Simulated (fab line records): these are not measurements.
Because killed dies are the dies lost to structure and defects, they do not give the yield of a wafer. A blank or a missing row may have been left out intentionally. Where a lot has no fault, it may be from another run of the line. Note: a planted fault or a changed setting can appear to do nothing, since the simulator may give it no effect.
fab line records	flow n5-finfet
record: lots: 6	wafers: 18	last-day: 18
route steps=1938 shown BEOL_M6@1254 BEOL_M7@1263 PASSIVATION@1936
lots with no fault: from the same line, run without faults
start-h: start of the lot's first displayed wafer, in hours after the record's first day	wait-h: time in hours since the lot's previous step	" same as the row above	L1.1+2: a row that stands for several wafers	- value missing, or start not given	* or withheld: withheld	< > ~ a bound
route shown NAME@n: names a module that has steps shown in the file, with the first one's number in the route	usual: the fault-free wafers' mean and standard deviation	same: alike in all rows	chamber/n: place in a boat	sites: readings site by site	_std_site: the standard deviation of these	_edge_site: inner sites' mean taken away from outer sites' mean	radius-mm: how far each site lies from the wafer's centre	mask NAME#n: copy n	behind: the most recent tool/chamber to have shaped the wafer	hold: the reason the lot was held/the length of the hold in hours/how it ended	device: the n, p or np transistor that did not switch	end of line: tests of these same wafers at the route's end	where a step has no rows: the recipe by itself	killed: not the wafer's yield, but the dies lost to structure and defects at the first sort	map: a wafer's dies, x killed, . not, _ none there
set.NAME: the setting the step ran with; set.NAME@STEP: the setting that earlier step ran with	model.NAME: the simulator's own value behind a step, which no gauge read
lots seen at some steps along the route; tables by step, rows by wafer
services: when a tool's chamber went out of use (start-h, in hours from the record's first day, below 0 if earlier), for how many hours, and the reason
== steps ==
step: N5_BEOL_M6_SPUTTER_48
recipe: material: Cu	target-thk-a: 100	temp-c: -20	bias-v: 60	power-w: 26000	chamber-pressure-pa: 0.13	time-s: 1.667
usual: bias-v: 60.0/0.61	throttle-valve-pct: 30.1/0.99
lot.wafer	tool	chamber	start-h	wait-h	bias-v	throttle-valve-pct
L887.2	pvd-sputter-02	-	189.54	0.2	59.4	27.2
L887.3	"	-	"	"	59.0	31.2
L887.6	"	-	"	"	60.5	27.7
L895.1	pvd-sputter-01	-	235.48	0.1	59.2	31.7
L895.2	"	-	"	"	59.9	29.8
L895.6	"	-	"	"	60.6	28.4
L896.1	pvd-sputter-03	-	241.47	0.2	59.7	29.9
L896.3	"	-	"	"	59.3	31.0
L896.4	"	-	"	"	60.2	29.6
L898.1	pvd-sputter-03	-	252.46	0.1	59.5	30.8
L898.3	"	-	"	"	60.3	29.9
L898.4	"	-	"	"	59.4	30.1
L902.2	pvd-sputter-03	-	285.32	0.2	60.0	29.9
L902.3	"	-	"	"	59.9	30.3
L902.6	"	-	"	"	58.8	30.0
L910.1	pvd-sputter-02	-	338.98	0.1	59.4	27.6
L910.2	"	-	"	"	61.1	31.0
L910.4	"	-	"	"	59.3	29.9
step: N5_BEOL_M6_ECD_50
recipe: material: Cu	target-thk-a: 3000
step: N5_BEOL_M6_ANNEAL_51
recipe: temp-c: 225	time-s: 90	ambient: N2
step: N5_BEOL_M6_CMP_52
recipe: stop-on: SiCOH_lowk	t-overpolish-s: 6.9	down-force-psi: 1	platen-rpm: 50	clearing-platen-down-force-psi: 1.5	clearing-platen-rpm: 50	post-cmp-clean: cu-alkaline	target-thk-nm: 80	clearing-platen-pad-velocity-m-s: 0.99484	pad-velocity-m-s: 0.99484
step: N5_BEOL_M6_THK_MEAS_53
recipe: thk-meas-gauge: xrf	reads: Cu_of_BEOL_M6_ECD_50
usual: M6_THK: 79.0/2.4
lot.wafer	tool	chamber	start-h	wait-h	M6_THK[nm]
L887.2	film-metro-01	-	190.53	-	81.1
L887.3	"	-	"	"	81.1
L887.6	"	-	"	"	82.3
L895.1	film-metro-01	-	236.28	-	74.9
L895.2	"	-	"	"	74.6
L895.6	"	-	"	"	77.3
L896.1	film-metro-02	-	242.27	-	75.8
L896.3	"	-	"	"	82.1
L896.4	"	-	"	"	78.6
L898.1	film-metro-01	-	253.79	-	81.3
L898.3	"	-	"	"	80.8
L898.4	"	-	"	"	80.3
L902.2	film-metro-01	-	286.62	-	80.0
L902.3	"	-	"	"	75.7
L902.6	"	-	"	"	74.3
L910.1	film-metro-01	-	339.78	-	79.3
L910.2	"	-	"	"	78.6
L910.4	"	-	"	"	81.2
step: N5_BEOL_M6_PRE_CLEAN_55
recipe: gas: NH3	time-s: 15	temp-c: withheld	rf-power-w: 300
step: N5_BEOL_M6_DEP_56
recipe: material: SiCN	target-thk-a: 100	temp-c: withheld	precursor: 3MS/NH3	pressure-torr: 3	rf-w: 202	time-s: 17.5
step: N5_BEOL_M6_RS_MEAS_57
recipe: thk-meas-gauge: four-point-probe	reads: Cu_of_BEOL_M6_ECD_50+Co_of_BEOL_M6_CVD_78+TaN_of_BEOL_M6_ALD_77
usual: M6_RS: 0.289/0.0096
lot.wafer	tool	chamber	start-h	wait-h	M6_RS[ohm/sq]
L887.2	film-metro-01	-	190.66	0.1	0.278
L887.3	"	-	"	"	0.276
L887.6	"	-	"	"	0.274
L895.1	film-metro-01	-	236.45	0.1	0.303
L895.2	"	-	"	"	0.305
L895.6	"	-	"	"	0.291
L896.1	film-metro-01	-	242.44	0.1	0.303
L896.3	"	-	"	"	0.276
L896.4	"	-	"	"	0.292
L898.1	film-metro-02	-	253.92	0.1	0.282
L898.3	"	-	"	"	0.284
L898.4	"	-	"	"	0.285
L902.2	film-metro-01	-	286.75	0.1	0.281
L902.3	"	-	"	"	0.301
L902.6	"	-	"	"	0.308
L910.1	film-metro-02	-	339.91	0.1	0.283
L910.2	"	-	"	"	0.286
L910.4	"	-	"	"	0.276
step: N5_BEOL_M6_INSPECT_58
recipe: inspect-instrument: darkfield	mode: post-dep
usual: raw-defect-count: 72/26
lot.wafer	tool	chamber	start-h	wait-h	raw-defect-count
L887.2	defect-inspect-02	-	190.68	0.0	60
L887.3	"	-	"	"	89
L887.6	"	-	"	"	75
L895.1	defect-inspect-01	-	236.47	0.0	69
L895.2	"	-	"	"	61
L895.6	"	-	"	"	52
L896.1	defect-inspect-02	-	242.46	0.0	47
L896.3	"	-	"	"	90
L896.4	"	-	"	"	72
L898.1	defect-inspect-02	-	253.95	0.0	109
L898.3	"	-	"	"	81
L898.4	"	-	"	"	140
L902.2	defect-inspect-02	-	286.78	0.0	64
L902.3	"	-	"	"	60
L902.6	"	-	"	"	60
L910.1	defect-inspect-02	-	339.93	0.0	62
L910.2	"	-	"	"	46
L910.4	"	-	"	"	68
step: N5_BEOL_M7_ILD_DEP_00
recipe: material: SiCOH_lowk	target-thk-a: 1797.5	temp-c: 300	precursor: DEMS/porogen	pressure-torr: 5	rf-w: 500	time-s: 33.4
usual: heater-power-w: 328/45	showerhead-plenum-p-Torr: 5.756/0.014	throttle-valve-pct: 13.8/0.79
lot.wafer	tool	chamber	start-h	wait-h	heater-power-w	showerhead-plenum-p-Torr	throttle-valve-pct
L887.2	pecvd-03	2	190.72	0.0	317	5.760	13.5
L887.3	"	1	"	"	306	5.749	13.6
L887.6	"	2	"	"	312	5.758	13.5
L895.1	pecvd-03	2	236.51	0.0	330	5.773	13.5
L895.2	"	0	"	"	332	5.758	13.2
L895.6	"	2	"	"	328	5.774	13.2
L896.1	pecvd-03	0	242.50	0.0	365	5.774	13.1
L896.3	"	2	"	"	272	5.773	13.3
L896.4	"	0	"	"	388	5.751	13.6
L898.1	pecvd-03	0	253.99	0.0	370	5.768	13.1
L898.3	"	2	"	"	261	5.778	13.2
L898.4	"	1	"	"	293	5.746	13.5
L902.2	pecvd-01	1	286.81	0.0	380	5.745	15.9
L902.3	"	2	"	"	336	5.784	13.1
L902.6	"	2	"	"	330	5.760	12.9
L910.1	pecvd-03	2	339.97	0.0	275	5.779	13.8
L910.2	"	0	"	"	380	5.769	13.6
L910.4	"	2	"	"	281	5.767	14.0
step: N5_BEOL_M7_CURE_74
recipe: temp-c: 385	time-s: 240	ambient: He/Ar	material: SiCOH_lowk
usual: lamp-power-pct: 52.32/0.054	wafer_temp_C_max: 386.6/0.52
lot.wafer	tool	chamber	start-h	wait-h	lamp-power-pct	wafer_temp_C_max
L887.2	uv-cure-03	0	190.86	0.1	52.30	386.4
L887.3	"	0	"	"	52.32	386.3
L887.6	"	0	"	"	52.28	385.9
L895.1	uv-cure-01	1	236.57	0.0	52.28	386.7
L895.2	"	1	"	"	52.40	386.4
L895.6	"	1	"	"	52.32	386.3
L896.1	uv-cure-02	2	242.56	0.0	52.39	386.0
L896.3	"	2	"	"	52.33	386.4
L896.4	"	2	"	"	52.31	385.7
L898.1	uv-cure-03	1	254.05	0.0	52.31	386.3
L898.3	"	1	"	"	52.37	386.0
L898.4	"	1	"	"	52.33	386.3
L902.2	uv-cure-02	2	287.25	0.4	52.24	386.1
L902.3	"	2	"	"	52.26	386.0
L902.6	"	2	"	"	52.23	386.3
L910.1	uv-cure-02	0	340.04	0.0	52.26	386.9
L910.2	"	0	"	"	52.30	386.6
L910.4	"	0	"	"	52.30	386.5
step: N5_BEOL_M7_THK_MEAS_01
recipe: reads: SiCOH_lowk_of_BEOL_M7_ILD_DEP_00
usual: M7_ILD_THK: 155.2/2.3
lot.wafer	tool	chamber	start-h	wait-h	M7_ILD_THK[nm]
L887.2	film-metro-02	-	191.30	0.4	153.0
L887.3	"	-	"	"	152.2
L887.6	"	-	"	"	154.6
L895.1	film-metro-02	-	237.09	0.4	156.0
L895.2	"	-	"	"	158.0
L895.6	"	-	"	"	159.9
L896.1	film-metro-02	-	243.56	0.8	154.1
L896.3	"	-	"	"	153.9
L896.4	"	-	"	"	155.1
L898.1	film-metro-01	-	254.56	0.4	156.7
L898.3	"	-	"	"	153.0
L898.4	"	-	"	"	155.5
L902.2	film-metro-02	-	287.68	0.4	149.8
L902.3	"	-	"	"	153.6
L902.6	"	-	"	"	157.4
L910.1	film-metro-02	-	340.55	0.4	155.0
L910.2	"	-	"	"	157.3
L910.4	"	-	"	"	158.5
step: N5_BEOL_M7_PECVD_70
recipe: material: SiO2	target-thk-a: 200	temp-c: 400	precursor: TEOS/O2	pressure-torr: 5.5	rf-w: 450	teos-flow-sccm: 53.8	gas: O2	flow-sccm: 3000	time-s: 22.7
usual: heater-power-w: 747/79	showerhead-plenum-p-Torr: 8.85/0.061	throttle-valve-pct: 22.4/1.3
lot.wafer	tool	chamber	start-h	wait-h	heater-power-w	showerhead-plenum-p-Torr	throttle-valve-pct
L887.2	pecvd-01	1	191.33	0.0	817	8.85	25.7
L887.3	"	0	"	"	717	8.77	22.1
L887.6	"	2	"	"	775	8.94	21.0
L895.1	pecvd-01	0	237.12	0.0	638	8.76	22.1
L895.2	"	1	"	"	756	8.86	25.5
L895.6	"	0	"	"	614	8.80	22.2
L896.1	pecvd-04	1	243.59	0.0	888	8.91	23.7
L896.3	"	0	"	"	700	8.78	21.8
L896.4	"	0	"	"	684	8.82	22.0
L898.1	pecvd-04	1	254.60	0.0	910	8.91	23.5
L898.3	"	2	"	"	781	8.81	21.9
L898.4	"	0	"	"	604	8.81	22.0
L902.2	pecvd-03	1	287.72	0.0	657	8.84	21.8
L902.3	"	2	"	"	746	8.93	21.6
L902.6	"	1	"	"	620	8.83	21.6
L910.1	pecvd-04	1	340.59	0.0	844	8.90	23.7
L910.2	"	2	"	"	797	8.79	21.9
L910.4	"	2	"	"	796	8.77	22.1
step: N5_BEOL_M7_HM_DEP_02
recipe: material: TiN	target-thk-a: 200	temp-c: 25	chamber-pressure-pa: 0.49996
usual: throttle-valve-pct: 30.2/0.99
lot.wafer	tool	chamber	start-h	wait-h	throttle-valve-pct
L887.2	pvd-sputter-03	-	194.26	2.9	29.9
L887.3	"	-	"	"	30.6
L887.6	"	-	"	"	31.2
L895.1	pvd-sputter-03	-	239.75	2.6	30.5
L895.2	"	-	"	"	30.9
L895.6	"	-	"	"	29.8
L896.1	pvd-sputter-02	-	245.82	2.2	31.2
L896.3	"	-	"	"	29.4
L896.4	"	-	"	"	30.8
L898.1	pvd-sputter-01	-	255.89	1.3	31.7
L898.3	"	-	"	"	29.7
L898.4	"	-	"	"	30.9
L902.2	pvd-sputter-01	-	289.36	1.6	31.5
L902.3	"	-	"	"	29.7
L902.6	"	-	"	"	29.1
L910.1	pvd-sputter-03	-	341.23	0.6	29.8
L910.2	"	-	"	"	29.9
L910.4	"	-	"	"	30.6
step: N5_BEOL_M7_COAT_59
recipe: resist: SOC	temp-c: 250	time-s: 60	spin-rpm: 1500	resist-thk-nm: 100
step: N5_BEOL_M7_COAT_60
recipe: resist: SiARC	temp-c: 220	time-s: 60	spin-rpm: 1500	resist-thk-nm: 35
step: N5_BEOL_M7_COAT_05
recipe: resist: CAR-ArF	spin-rpm: 1500	resist-thk-nm: 90
step: N5_BEOL_M7_EBR_07
recipe: solvent: PGMEA	ebr-width-mm: 1.5
step: N5_BEOL_M7_SOFTBAKE_06
recipe: temp-c: 110	time-s: 60	resist: CAR-ArF
step: N5_BEOL_M7_EXPOSE_08
recipe: mask-id: M7	na: 1.35	source-shape: dipole	sigma-inner: 0.817	sigma-outer: 0.97	polarization: te	dose-mj: 68.25
step: N5_BEOL_M7_PEB_09
recipe: peb-temp-c: withheld	peb-time-s: 60	resist: CAR-ArF
step: N5_BEOL_M7_DEVELOP_10
recipe: develop-time-s: 30	developer: TMAH	resist: CAR-ArF	rinse-liquid: diw	dry: air-spin	dev-temp-c: 23
step: N5_BEOL_M7_CD_MEAS_11
recipe: target-cd-nm: 38.5	landing-energy-ev: 500	detector: se-inlens	polarity: opening
usual: cd-nm: 38.7/0.54
lot.wafer	tool	chamber	start-h	wait-h	cd-nm
L887.2	cd-sem-02	0	194.64	-	37.8
L887.3	"	0	"	"	38.7
L887.6	"	0	"	"	38.6
L895.1	cd-sem-01	0	240.25	-	38.3
L895.2	"	0	"	"	40.1
L895.6	"	0	"	"	38.9
L896.1	cd-sem-02	0	246.20	-	38.6
L896.3	"	0	"	"	38.6
L896.4	"	0	"	"	38.4
L898.1	cd-sem-01	0	256.38	-	38.6
L898.3	"	0	"	"	39.4
L898.4	"	0	"	"	39.0
L902.2	cd-sem-01	0	289.86	-	38.7
L902.3	"	0	"	"	39.1
L902.6	"	0	"	"	39.2
L910.1	cd-sem-02	0	341.60	-	39.3
L910.2	"	0	"	"	39.6
L910.4	"	0	"	"	39.3
step: N5_BEOL_M7_OVL_MEAS_12
recipe: points-per-wafer: 44
usual: M7_OVL: -0.1/0.97
lot.wafer	tool	chamber	start-h	wait-h	M7_OVL[nm]
L887.2	overlay-01	0	194.67	0.0	0.3
L887.3	"	0	"	"	0.2
L887.6	"	0	"	"	0.8
L895.1	overlay-01	0	240.28	0.0	-0.1
L895.2	"	0	"	"	-0.4
L895.6	"	0	"	"	-0.8
L896.1	overlay-01	0	246.23	0.0	-0.8
L896.3	"	0	"	"	-0.4
L896.4	"	0	"	"	-0.7
L898.1	overlay-01	0	256.41	0.0	-0.5
L898.3	"	0	"	"	-0.2
L898.4	"	0	"	"	-0.5
L902.2	overlay-01	0	289.89	0.0	1.0
L902.3	"	0	"	"	-1.1
L902.6	"	0	"	"	-0.5
L910.1	overlay-01	0	341.63	0.0	-0.7
L910.2	"	0	"	"	-0.5
L910.4	"	0	"	"	-0.9
step: N5_BEOL_M7_INSPECT_13
recipe: mode: adi	inspect-instrument: brightfield
usual: raw-defect-count: 388/82
lot.wafer	tool	chamber	start-h	wait-h	raw-defect-count
L887.2	defect-inspect-01	-	194.69	0.0	314
L887.3	"	-	"	"	386
L887.6	"	-	"	"	317
L895.1	defect-inspect-01	-	240.30	0.0	422
L895.2	"	-	"	"	398
L895.6	"	-	"	"	343
L896.1	defect-inspect-02	-	246.25	0.0	794
L896.3	"	-	"	"	816
L896.4	"	-	"	"	778
L898.1	defect-inspect-02	-	256.44	0.0	807
L898.3	"	-	"	"	781
L898.4	"	-	"	"	1017
L902.2	defect-inspect-01	-	289.92	0.0	452
L902.3	"	-	"	"	317
L902.6	"	-	"	"	306
L910.1	defect-inspect-02	-	341.66	0.0	264
L910.2	"	-	"	"	336
L910.4	"	-	"	"	381
step: N5_BEOL_M7_DESCUM_16
recipe: chemistry: O2	time-s: 7.9	source-power-w: 50	bias-power-w: 20	pressure-mtorr: 20	rf-frequency-hz: 2.712e+07	temp-c: 40	resist: CAR-ArF	o2-flow-sccm: 225
usual: drypump-motor-current-A: 5.7/0.63	oes-product-au: 0.82/0.09	rf-vpp-V: 243.0/1.1	showerhead-plenum-p-Torr: 2.08/0.063	throttle-valve-pct: 20.3/0.32
lot.wafer	tool	chamber	start-h	wait-h	drypump-motor-current-A	oes-product-au	rf-hours-counter-h	rf-vpp-V	showerhead-plenum-p-Torr	throttle-valve-pct
L887.2	rie-diel-04	3	194.73	0.0	6.6	0.72	192	241.4	2.01	20.8
L887.3	"	1	"	"	6.5	0.80	109	242.8	2.10	20.5
L887.6	"	0	"	"	5.7	0.66	-	243.9	2.14	21.0
L895.1	rie-diel-01	0	240.56	0.3	4.7	0.87	63	243.1	2.11	20.2
L895.2	"	3	"	"	6.4	0.85	76	242.3	2.03	20.3
L895.6	"	0	"	"	4.7	0.86	-	242.9	2.11	20.2
L896.1	rie-diel-04	3	246.29	0.0	6.6	0.70	210	239.4	2.00	20.9
L896.3	"	2	"	"	5.7	0.84	43	243.7	2.15	20.7
L896.4	"	0	"	"	5.7	0.93	11	245.0	2.13	20.6
L898.1	rie-diel-01	1	256.48	0.0	5.2	0.69	232	242.8	2.06	20.8
L898.3	"	2	"	"	6.1	0.90	40	242.0	2.02	19.8
L898.4	"	0	"	"	4.8	0.86	68	243.8	2.11	20.2
L902.2	rie-diel-03	0	289.99	0.1	5.0	0.82	101	242.0	2.11	20.1
L902.3	"	2	"	"	5.5	0.99	3	245.9	2.25	20.3
L902.6	"	2	"	"	5.5	0.98	-	245.9	2.25	20.3
L910.1	rie-diel-04	1	341.99	0.3	6.6	0.76	146	243.9	2.09	20.5
L910.2	"	2	"	"	5.7	0.82	68	244.1	2.14	20.7
L910.4	"	3	"	"	6.6	0.68	236	242.1	1.99	20.9
step: N5_PASSIVATION_PROBE_49
usual: defect-limited-yield: 90.9/1.5	killed_at_M0_to_M3: 36/10	killed_at_M4_up: 13/5.5	killed-at-contacts: 12/5.6	killed-at-front-end: 42/12	killed-at-other: 4/3.2	killed-dies: 108/18	killed-on-rim: 15/4.1	killed-open: 71/13	killed-short: 34/7.8	sort_bin_5_function: 5.4/1	sort_bin_6_memory: 3.4/0.68	sort-n-pass: 1072/18	sort-yield-pct: 90.9/1.5
same: gross-dies: 1180	killed-at-back-side: 0	sort_bin_4_leakage[%]: 0	sort_bin_8_speed[%]: 0
lot.wafer	tool	chamber	start-h	wait-h	defect-limited-yield[%]	killed_at_M0_to_M3	killed_at_M4_up	killed-at-contacts	killed-at-front-end	killed-at-other	killed-dies	killed-on-rim	killed-open	killed-short	sort_bin_5_function[%]	sort_bin_6_memory[%]	sort-n-pass	sort-yield-pct[%]
L887.2	prober-02	-	272.00	0.1	91.4	36	13	8	45	0	102	13	62	37	4.8	3.6	1078	91.4
L887.3	prober-02	-	272.05	0.1	89.5	42	19	10	50	3	124	17	86	29	6.2	3.5	1056	89.5
L887.6	prober-02	-	272.20	0.3	90.9	36	8	8	43	12	107	11	67	38	5.4	3.3	1073	90.9
L896.1	prober-01	-	339.66	0.0	84.3	54	90	11	28	2	185	35	59	40	10.4	3.4	995	84.3
L896.3	prober-01	-	339.76	0.1	82.9	48	100	18	34	2	202	37	74	37	10.0	5.1	978	82.9
L896.4	prober-01	-	339.81	0.2	82.4	37	100	17	52	2	208	31	84	34	12.0	4.5	972	82.4
L898.1	prober-01	-	347.91	0.0	84.9	39	98	7	29	5	178	32	68	29	9.5	3.9	1002	84.9
L898.3	prober-01	-	348.01	0.1	83.4	41	124	7	19	5	196	9	60	24	11.1	3.7	984	83.4
L898.4	prober-01	-	348.06	0.2	83.8	31	110	15	33	2	191	26	64	23	10.8	3.4	989	83.8
killed by level:class
L887.2 BEOL_M0_SAQP:geometric-particle:short=12 FIN_SAQP:geometric-particle:short=11 STI_FIN_REVEAL:geometric-particle:open=9 BEOL_M0_SAQP:geometric-particle:open=9 MOL_CONTACT_COAG:geometric-particle:open=7 DUMMY_GATE:geometric-particle:open=6 BEOL_M3:geometric-particle:open=6 BEOL_M4:geometric-particle:open=5
L887.3 FIN_SAQP:geometric-particle:open=16 BEOL_M0_SAQP:geometric-particle:open=16 BEOL_M3:geometric-particle:open=11 BEOL_M0_SAQP:geometric-particle:short=9 STI_FIN_REVEAL:geometric-particle:open=7 BEOL_M4:geometric-particle:open=7 MOL_CONTACT_COAG:geometric-particle:open=7 HKMG_FIN:area-etch=7
L887.6 GATE_CUT:geometric-particle:short=8 BEOL_M0_SAQP:geometric-particle:short=8 BEOL_M0_SAQP:geometric-particle:open=8 BEOL_M2:geometric-particle:open=8 FIN_SAQP:geometric-particle:short=7 BEOL_M3:geometric-particle:open=7 MOL_CONTACT_COAG:geometric-particle:open=6 STI_FIN_REVEAL:geometric-particle:open=5
L896.1 BEOL_M7:unspecified=85 BEOL_M3:geometric-particle:open=13 BEOL_M2:geometric-particle:open=11 FIN_SAQP:geometric-particle:short=10 BEOL_M0_SAQP:geometric-particle:open=8 BEOL_M0_SAQP:geometric-particle:short=7 MOL_CONTACT_COAG:geometric-particle:open=7 GATE_CUT:geometric-particle:open=4
L896.3 BEOL_M7:unspecified=89 MOL_CONTACT_COAG:geometric-particle:open=15 BEOL_M3:geometric-particle:open=11 BEOL_M0_SAQP:geometric-particle:open=9 FIN_SAQP:geometric-particle:short=8 BEOL_M0_SAQP:geometric-particle:short=8 FIN_SAQP:geometric-particle:open=7 BEOL_M1:geometric-particle:open=6
L896.4 BEOL_M7:unspecified=90 FIN_SAQP:geometric-particle:short=16 MOL_CONTACT_COAG:geometric-particle:open=14 STI_FIN_REVEAL:geometric-particle:open=12 FIN_SAQP:geometric-particle:open=9 BEOL_M2:geometric-particle:open=7 BEOL_M0:geometric-particle:open=7 BEOL_M0_SAQP:geometric-particle:open=6
L898.1 BEOL_M7:unspecified=81 BEOL_M4:geometric-particle:open=12 BEOL_M2:geometric-particle:open=11 FIN_SAQP:geometric-particle:open=9 BEOL_M0_SAQP:geometric-particle:short=8 DUMMY_GATE:geometric-particle:open=7 BEOL_M0_SAQP:geometric-particle:open=7 MOL_CONTACT_COAG:geometric-particle:open=6
L898.3 BEOL_M7:unspecified=111 BEOL_M1:geometric-particle:open=11 MOL_CONTACT_COAG:geometric-particle:open=7 BEOL_M3:geometric-particle:open=6 BEOL_M2:geometric-particle:open=6 DUMMY_GATE:geometric-particle:open=5 BEOL_M0_SAQP:geometric-particle:open=5 FIN_SAQP:geometric-particle:open=4
L898.4 BEOL_M7:unspecified=101 MOL_CONTACT_COAG:geometric-particle:open=14 DUMMY_GATE:geometric-particle:open=10 BEOL_M0_SAQP:geometric-particle:short=7 STI_FIN_REVEAL:geometric-particle:open=6 BEOL_M0_SAQP:geometric-particle:open=6 BEOL_M0:geometric-particle:open=6 FIN_SAQP:geometric-particle:short=4
map L896.4 (x killed, . not)
_________________...........x________________
______________...............x.x_____________
___________.x...........x.x.....x.x__________
__________.....................xxxx._________
________x..............x......xxxxxxxx_______
_______..xx...........x....xx.xxxxxxxxx______
______........x...............x.xxxxxxxx_____
_____.x....x.............x..xxxxxxxxxxxxx____
____x.......xx.........x...xx..xxxxxxxxxxx___
___......x.........xx.....x....x.xxxxxxxx.x__
___.............................xxxxxxxx..x__
__.....x.............x.........xxx.xxxxx...._
__.............x....x........x.xxx.xx.x....._
_....x..........x.....................x......
_.....................x......................
_.x.................x........xx.......x......
_..x....x....x.x......x.............x.x......
_x..........x...........xx..............x.x..
_......................x..............xx...x.
_.....xx.........x.........x...x.............
_............................................
__......xxx..x........x.....x.......x......x_
__..x....x..x.......x......x......x.x.....x._
___...x....x...........................x...__
___......x...........x........x.x..........__
____....x.........x...x...xxx......x......___
_____............xxx...x.x..x............____
______......x......xx............x......_____
_______....x..x..........xx....x......x______
________..........x...x......x........_______
__________...........x.x............_________
___________............x...........__________
______________x................._____________
_________________..x.x.x.....________________
map L898.3 (x killed, . not)
_________________.x..........________________
______________.............x...._____________
___________....xx.......x......x...__________
__________...x......................_________
________.....................x........_______
_______................x...............______
______..x...x....x........x...........x._____
_____.x.............x....x....x..........____
____...xx..................xx........x....___
___..............x.........................__
___.......x..........x..xxx.xx.xx....x.....__
__.....x............xxxxxxxxxxx.xx.x........_
__................x.x.xxxxxxxxxxx..........._
_...x..........x..x.x.xxxxxxxxxxxx....x......
_..........xx........xxxxxxxxxxxxx.x...x.....
_....x................xxxxxxxxxxx............
_....x.x........x.....xxxxxxxxxxxx.....x.....
_.....x.x.....x....x..xxxxxxxxxx.x...........
_.......x.........x...x.xxxxxxxx.x...x..x....
_......x......x.x....xx.xxxxx..........x....x
_......................xx....................
__...........x..........x....x............x._
__.x.................................x......_
___........................................__
___...x.........................x..........__
____..x......................x...x........___
_____............x..................x....____
______...........x......xx.............._____
_______........x.........x.xx......x...______
________...............x.............x_______
__________......x........x.........._________
___________x....xx.................__________
______________.................._____________
_________________........x...________________
== services ==
tool	chamber	start-h	hours	kind
pecvd-04	2	170.42	5.5	scheduled-down
uv-cure-01	-	186.94	2.8	pm
rie-diel-04	0	197.34	-	clean
rie-diel-04	0	197.34	-	consumable-replace:focus-ring
rie-diel-04	0	197.34	18.8	scheduled-down
rie-diel-04	0	197.34	18.8	vent-cycle
uv-cure-02	-	198.27	0.5	repair
pecvd-03	1	218.40	5.5	scheduled-down
rie-diel-04	1	221.30	13.8	repair
uv-cure-01	-	222.49	1.4	repair
pecvd-03	0	224.32	5.5	scheduled-down
rie-diel-01	1	240.27	4.0	repair
uv-cure-02	-	268.20	2.1	pm
rie-diel-04	2	273.35	7.5	repair
pvd-sputter-02	-	279.52	3.8	repair
pecvd-01	-	289.64	1.0	repair
pecvd-04	1	298.99	6.2	repair
pecvd-04	2	303.65	2.1	scheduled-down
pecvd-04	1	317.58	4.5	repair
pvd-sputter-01	-	320.04	19.6	repair
rie-diel-01	1	324.46	-	clean
rie-diel-01	1	324.46	-	consumable-replace:focus-ring
pecvd-04	1	327.41	2.1	scheduled-down
rie-diel-04	1	328.93	6.7	repair
== key ==
first-sign: step: N5_BEOL_M7_INSPECT_13	reading: raw-defect-count	direction: up	sigmas: 5.4	usual: 388	struck: 832
effect: step: N5_PASSIVATION_PROBE_49	reading: killed_at_M4_up	direction: up	sigmas: 16	usual: 13	struck: 104
more-kills-born-at: N5_BEOL_M7_PECVD_70@pecvd-04: 557
met-at N5_BEOL_M7_PECVD_70
struck-wafers L896.1,L896.3,L896.4,L898.1,L898.3,L898.4
fault: kind: chamber-particle-source	tool: pecvd-04	chamber: -	onset-h: 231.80	steps: N5_BEOL_M7_PECVD_70	rate-per-visit-cm2: 0.66637	end-h: 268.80
